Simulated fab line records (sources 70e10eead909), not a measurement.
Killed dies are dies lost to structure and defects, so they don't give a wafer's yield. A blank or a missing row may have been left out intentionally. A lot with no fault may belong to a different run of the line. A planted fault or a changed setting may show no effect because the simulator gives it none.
Which tool was responsible?	flow nand harc	33 wafers from 11 lots sampled at 5 of the route's 1159 steps

WHAT THE GAUGES SHOWED, per wafer
NHARC_END_SORT_01. Usual: killed at array 27, standard deviation 9.3; killed at other 0.9, standard deviation 1.3; killed at periphery 3.6, standard deviation 2.7; killed dies 31, standard deviation 9.7; killed open 3.3, standard deviation 1.8; killed short 2.0, standard deviation 1.5.
lot	measured	on	killed at array	killed at other	killed at periphery	killed dies	killed open	killed short	flag
L728	day 22 21:52	prober-01	32 25 31	0 0 0	2 2 6	34 27 37	3 6 8	2 0 4	
L729	day 23 04:49	prober-01	18 17 22	0 2 2	5 3 4	23 22 28	3 3 5	3 2 1	

WHICH TOOL RAN EACH LOT (tool, then ch and the chambers of the sampled wafers, then the start)
lot	NHARC_P_GATE_STRIP_112	NHARC_P_CONTACT_DESCUM_17	NHARC_P_CONTACT_ETCH_31	NHARC_P_CONTACT_DEGAS_38
L716	plasma asher-01 ch 0,1, day 5 20:43	rie diel-04 ch 0,1,3, day 6 02:55	rie diel-04 ch 0,1,3, day 6 03:40	pvd sputter-02, day 6 04:32
L718	plasma asher-02 ch 0,1, day 6 05:17	rie diel-04 ch 0,1,3, day 6 11:18	rie diel-04 ch 1,2,3, day 6 12:23	pvd sputter-02, day 6 13:19
L720	plasma asher-01 ch 0,1, day 6 12:39	rie diel-02 ch 0,1,3, day 6 18:27	rie diel-02 ch 1,2,3, day 6 19:11	pvd sputter-02, day 6 20:02
L724	plasma asher-01 ch 0,1, day 7 09:10	rie diel-04 ch 1,2, day 7 15:35	rie diel-04 ch 2,3, day 7 16:19	pvd sputter-02, day 7 17:10
L728	plasma asher-01 ch 0, day 8 14:22	rie diel-13 ch 0,1,3, day 8 21:19	rie diel-13 ch 0,2, day 8 22:02	pvd sputter-02, day 8 22:53
L726	plasma asher-02 ch 0,1, day 8 14:35	rie diel-04 ch 1,2,3, day 8 21:48	rie diel-04 ch 0,2,3, day 8 22:35	pvd sputter-03, day 8 23:26
L727	plasma asher-01 ch 0,1, day 8 20:15	rie diel-04 ch 0,1,3, day 9 02:25	rie diel-04 ch 1,3, day 9 03:08	pvd sputter-01, day 9 03:59
L729	plasma asher-01 ch 0,1, day 8 23:14	rie diel-04 ch 0,2,3, day 9 05:19	rie diel-04 ch 1,3, day 9 06:03	pvd sputter-01, day 9 06:54
L733	plasma asher-02 ch 0,1, day 9 23:26	rie diel-02 ch 0,1,2, day 10 05:54	rie diel-02 ch 0,3, day 10 06:37	pvd sputter-03, day 10 07:28
L735	plasma asher-02 ch 0,1, day 10 06:06	rie diel-02 ch 1,2,3, day 10 12:07	rie diel-02 ch 1,2,3, day 10 12:55	pvd sputter-01, day 10 13:46
L738	plasma asher-02 ch 0, day 10 19:59	rie diel-02 ch 0,3, day 11 02:46	rie diel-02 ch 0,1, day 11 03:30	pvd sputter-02, day 11 04:22
- NHARC_P_GATE_STRIP_112: strips in N2/H2, time 200 s.
- NHARC_P_CONTACT_DESCUM_17: chemistry O2, time 3 s.
- NHARC_P_CONTACT_ETCH_31: etches the open film in CH3F/O2, target depth 30 nm, time 85.7 s.
- NHARC_P_CONTACT_DEGAS_38: time 60 s.

AS READ BY THE TOOLS THEMSELVES (means over the sampled wafers that have a number; for cases with no such wafer, the mark the record gives instead)
NHARC_P_GATE_STRIP_112. Usual: drypump motor current A 5.64 A, standard deviation 0.28; heater power w 94 W, standard deviation 7.9; temp c 109.98 C, standard deviation 0.13.
lot	tool	drypump motor current A (A)	heater power w (W)	temp c (C)	flag
L716	plasma asher-01	5.62	92	110.04	
L718	plasma asher-02	5.68	99	109.86	
L720	plasma asher-01	5.79	88	110.01	
L724	plasma asher-01	5.77	87	109.91	
L728	plasma asher-01	5.94	82	110.07	
L726	plasma asher-02	5.45	98	110.02	
L727	plasma asher-01	5.60	94	109.96	
L729	plasma asher-01	5.62	93	109.85	
L733	plasma asher-02	5.46	96	109.95	
L735	plasma asher-02	5.66	101	110.01	
L738	plasma asher-02	5.25	91	110.02	

NHARC_P_CONTACT_DESCUM_17. Usual: drypump motor current A 5.6 A, standard deviation 0.49; mfc ar sccm 0.006 sccm, standard deviation 0.0076; oes product au 1.000 a.u., standard deviation 0.0096; rf vpp V 57.6 V, standard deviation 0.98; showerhead plenum p Torr 1.90 Torr, standard deviation 0.094; throttle valve pct 11.310 %, standard deviation 0.0094.
lot	tool	drypump motor current A (A)	mfc ar sccm (sccm)	oes product au (a.u.)	rf vpp V (V)	showerhead plenum p Torr (Torr)	throttle valve pct (%)	flag
L716	rie diel-04	5.3	0.006	1.000	57.2	1.85	11.310	
L718	rie diel-04	5.3	0.006	0.991	56.2	1.85	11.314	
L720	rie diel-02	5.8	0.011	0.992	57.2	1.91	11.310	
L724	rie diel-04	5.7	0.001	0.991	57.9	2.01	11.310	
L728	rie diel-13	5.9	0.003	0.995	57.5	1.86	11.305	
L726	rie diel-04	5.7	0.006	0.998	58.2	1.94	11.314	
L727	rie diel-04	5.3	0.006	1.001	57.2	1.85	11.316	
L729	rie diel-04	5.6	0.005	1.007	57.2	1.88	11.319	
L733	rie diel-02	5.9	0.004	0.998	57.2	1.84	11.310	
L735	rie diel-02	6.0	0.007	1.003	58.6	1.90	11.310	
L738	rie diel-02	5.7	0.019	0.992	59.0	1.97	11.319	

NHARC_P_CONTACT_ETCH_31. Usual: ch3f flow sccm 49.99 sccm, standard deviation 0.16; drypump motor current A 5.6 A, standard deviation 0.48; mfc ar sccm 200.0 sccm, standard deviation 0.6; oes product au 0.978 a.u., standard deviation 0.014; rf fwd power W 495.7 W, standard deviation 1.6; rf vpp V 243.9 V, standard deviation 1.7; showerhead plenum p Torr 2.43 Torr, standard deviation 0.12; throttle valve pct 20.664 %, standard deviation 0.0097.
lot	tool	ch3f flow sccm (sccm)	drypump motor current A (A)	mfc ar sccm (sccm)	oes product au (a.u.)	rf fwd power W (W)	rf vpp V (V)	showerhead plenum p Torr (Torr)	throttle valve pct (%)	flag
L716	rie diel-04	49.92	5.3	200.8	0.983	496.1	244.0	2.38	20.663	
L718	rie diel-04	50.12	5.7	199.9	0.981	496.8	244.8	2.49	20.659	
L720	rie diel-02	50.04	6.0	200.5	0.980	496.4	243.7	2.44	20.668	
L724	rie diel-04	49.97	5.9	200.8	0.986	496.5	244.3	2.43	20.656	
L728	rie diel-13	50.07	5.4	199.1	0.985	493.8	243.5	2.41	20.659	
L726	rie diel-04	49.76	5.6	199.7	0.689	495.6	243.5	2.42	20.669	OFF
L727	rie diel-04	50.19	5.5	200.1	0.672	496.3	243.9	2.45	20.664	OFF
L729	rie diel-04	50.05	5.5	200.0	0.689	495.0	244.6	2.45	20.662	OFF
L733	rie diel-02	49.98	5.7	200.0	0.982	494.6	244.7	2.53	20.664	
L735	rie diel-02	49.97	6.0	200.0	0.969	497.5	243.7	2.44	20.666	
L738	rie diel-02	50.00	5.8	200.0	0.990	494.4	243.7	2.37	20.666	

NHARC_P_CONTACT_DEGAS_38. Usual: heater power w 426 W, standard deviation 35; susceptor temp C 299.99 C, standard deviation 0.19.
lot	tool	heater power w (W)	susceptor temp C (C)	flag
L716	pvd sputter-02	427	-	OFF
L718	pvd sputter-02	457	300.05	
L720	pvd sputter-02	453	299.87	
L724	pvd sputter-02	419	299.79	
L728	pvd sputter-02	447	299.77	
L726	pvd sputter-03	420	300.12	
L727	pvd sputter-01	409	299.93	
L729	pvd sputter-01	421	299.89	
L733	pvd sputter-03	418	299.99	
L735	pvd sputter-01	431	300.06	
L738	pvd sputter-02	472	299.99	

THE ANSWER, worked out from the rows above alone
Rule: a lot is off if the mean of its wafers that have a number lies more than 3 standard deviations from the usual mean. A lot without any number at a reading at which 4 lots or more have one is off too. Where the step has rows for the other lots, those lots are counted as sound. Order of review: gauges by route order, followed by the tools' own readings, for which a lot's mean as printed above is used. The first step at which some lot is off is used, and at that step the reading that is off furthest; a lot without a number counts as furthest.
Off: L726, L727, L729 (NHARC_P_CONTACT_ETCH_31, oes product au).
If a tool, at that step or one of the process steps before it, ran each lot that is off and ran no sound lot following the first of them, it fits. One candidate fits, namely rie diel-04 at NHARC_P_CONTACT_DESCUM_17 and NHARC_P_CONTACT_ETCH_31. At NHARC_P_CONTACT_DESCUM_17 its last sound lot is L724 (day 7 15:35), its first lot that is off L726 (day 8 21:48): a fault that began between those two fits.

WHAT THE SIMULATOR HAD PUT IN
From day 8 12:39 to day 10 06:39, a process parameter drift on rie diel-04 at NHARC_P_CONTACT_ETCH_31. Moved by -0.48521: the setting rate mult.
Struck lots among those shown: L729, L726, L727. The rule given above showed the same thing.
